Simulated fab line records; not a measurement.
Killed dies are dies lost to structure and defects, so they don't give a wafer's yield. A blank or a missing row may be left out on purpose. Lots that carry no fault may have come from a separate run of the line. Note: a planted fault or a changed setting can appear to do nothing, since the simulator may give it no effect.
One fault through the eyes of 2 desks | flow n5-finfet | every desk sees just its own numbers, and what lay behind them comes last

## METROLOGY DESK
Means of the sampled wafers that have a number, per lot and without regard to the tool the lot ran on: this is what the gauges read. The brackets show how far a lot's mean lies from the usual mean; more than 4 standard deviations puts the lot out of limits, marked OUT.
Columns: A = MIM_TOP_OVL at N5_MIM_TOP_LITHO_OVL_MEAS_11, usual 1 nm
lot  | first seen here | A
L699 | day 11 19:44    | -3
L700 | day 12 02:00    | 3
L703 | day 13 00:43    | 1
L702 | day 13 03:44    | 2
L705 | day 13 15:44    | 2
L706 | day 13 18:21    | 11
L708 | day 14 02:48    | 6
L710 | day 15 03:22    | 1
L714 | day 16 13:45    | -3
L719 | day 17 00:44    | -5
L718 | day 17 01:46    | -4
This desk found nothing out of limits on any of the 11 lots.

## DESK OF THE TOOL OWNER: rie-diel-06
The tool's own readings at N5_MOL_CONTACT_COAG_STRIP_98 (strips in N2/H2): means of the sampled wafers that have a number, for each lot that ran on this tool. The brackets show how far a lot's mean lies from the usual mean; more than 4 standard deviations puts the lot out of limits, marked OUT.
Columns: A = chamber-pressure-mTorr at N5_MOL_CONTACT_COAG_STRIP_98, usual 50.00 mTorr; B = drypump-motor-current-A at N5_MOL_CONTACT_COAG_STRIP_98, usual 5.6 A; C = n2-flow-sccm at N5_MOL_CONTACT_COAG_STRIP_98, usual 300.1 sccm; D = oes-product-au at N5_MOL_CONTACT_COAG_STRIP_98, usual 0.77 a.u.; E = rf-vpp-V at N5_MOL_CONTACT_COAG_STRIP_98, usual 54.1 V; F = showerhead-plenum-p-Torr at N5_MOL_CONTACT_COAG_STRIP_98, usual 3.40 Torr; G = throttle-valve-pct at N5_MOL_CONTACT_COAG_STRIP_98, usual 18.84 %
lot  | first seen here | A     | B   | C     | D    | E    | F    | G
L699 | day 4 16:23     | 49.96 | 5.3 | 300.0 | 0.81 | 54.0 | 3.34 | 18.67
L703 | day 5 14:31     | 49.91 | 5.5 | 300.6 | 0.81 | 53.8 | 3.35 | 18.90
L706 | day 6 09:29     | 50.00 | 5.7 | 300.8 | 0.74 | 54.2 | 3.39 | 18.45
L710 | day 7 11:56     | 50.03 | 5.3 | 300.1 | 0.79 | 52.9 | 3.33 | 18.71
L718 | day 9 12:11     | 50.09 | 5.5 | 300.2 | 0.76 | 53.1 | 3.35 | 18.59
L719 | day 9 17:15     | 49.95 | 5.3 | 300.5 | 0.77 | 52.9 | 3.32 | 18.72
This desk found nothing out of limits on any of the 6 lots.

## BROUGHT TOGETHER
Nothing out of limits was seen by the metrology desk.
The desk of the tool owner found nothing out of limits.

## WHAT THE SIMULATOR HAD PUT IN
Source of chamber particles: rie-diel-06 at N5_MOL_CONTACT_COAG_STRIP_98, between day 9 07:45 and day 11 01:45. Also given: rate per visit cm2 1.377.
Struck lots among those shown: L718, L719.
